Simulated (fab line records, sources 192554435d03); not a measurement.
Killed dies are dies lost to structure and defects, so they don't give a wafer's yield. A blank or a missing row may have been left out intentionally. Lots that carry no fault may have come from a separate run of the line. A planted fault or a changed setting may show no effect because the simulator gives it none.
Which of the tools did it? || flow n5_finfet || 10 lots (30 wafers sampled), 1 step of a 1938-step route

## WHAT THE GAUGES READ, wafer by wafer
N5_BEOL_M15_RS_MEAS_54: uses a four-point probe to measure.
{"lot": "L989", "measured": "day 13 09:47", "on": "film_metro-02", "M15_RS (ohm/sq)": "0.0220 0.0216 0.0222"}
{"lot": "L993", "measured": "day 14 11:52", "on": "film_metro-01", "M15_RS (ohm/sq)": "0.0216 0.0212 0.0212"}
{"lot": "L996", "measured": "day 15 21:44", "on": "film_metro-02", "M15_RS (ohm/sq)": "0.0215 0.0217 0.0224"}
{"lot": "L100", "measured": "day 16 03:26", "on": "film_metro-01", "M15_RS (ohm/sq)": "0.0212 0.0218 0.0216"}
{"lot": "L102", "measured": "day 17 08:40", "on": "film_metro-02", "M15_RS (ohm/sq)": "0.0218 0.0224 0.0225"}
{"lot": "L107", "measured": "day 17 19:44", "on": "film_metro-02", "M15_RS (ohm/sq)": "0.0224 0.0220 0.0224"}
{"lot": "L106", "measured": "day 18 05:00", "on": "film_metro-02", "M15_RS (ohm/sq)": "0.0230 0.0223 0.0223"}
{"lot": "L108", "measured": "day 18 15:14", "on": "film_metro-01", "M15_RS (ohm/sq)": "0.0222 0.0221 0.0229"}
{"lot": "L109", "measured": "day 18 21:21", "on": "film_metro-02", "M15_RS (ohm/sq)": "0.0218 0.0219 0.0207"}
{"lot": "L111", "measured": "day 19 04:00", "on": "film_metro-02", "M15_RS (ohm/sq)": "0.0217 0.0218 0.0218"}

## WHICH TOOL RAN EACH LOT (tool, then ch and the chambers of the sampled wafers, then the start)
Before these readings, the record contains no process step.

## WHAT THE TOOLS THEMSELVES READ (means of the sampled wafers that have a number; where no wafer has one, the mark that the record gives instead)
The record holds no such reading with a usual standard deviation.

## THE ANSWER, worked out from the rows above alone
Rule: the usual values come from the lots themselves. The widest of any qualifying gaps counts: lots, ordered by their means at a reading, are off when they make up no more than a third of the lots, leave a main group of 4 or more, and stand apart from it by 3 or more times the standard deviation of that group's means. If all means in a main group match to the digits the tables above print for the reading, that group is not used. A lot without any number at a reading at which 4 lots or more have one is off too. All remaining lots with rows at the step are treated as sound. First the gauges in route order, then the tools' own readings, where a lot's mean is used as printed above. The first step at which some lot is off is used, and at that step the reading that is off furthest; a lot without a number counts as furthest.
No lot is off at any reading shown: from this, nothing can be told.

## WHAT HAD BEEN PUT IN BY THE SIMULATOR
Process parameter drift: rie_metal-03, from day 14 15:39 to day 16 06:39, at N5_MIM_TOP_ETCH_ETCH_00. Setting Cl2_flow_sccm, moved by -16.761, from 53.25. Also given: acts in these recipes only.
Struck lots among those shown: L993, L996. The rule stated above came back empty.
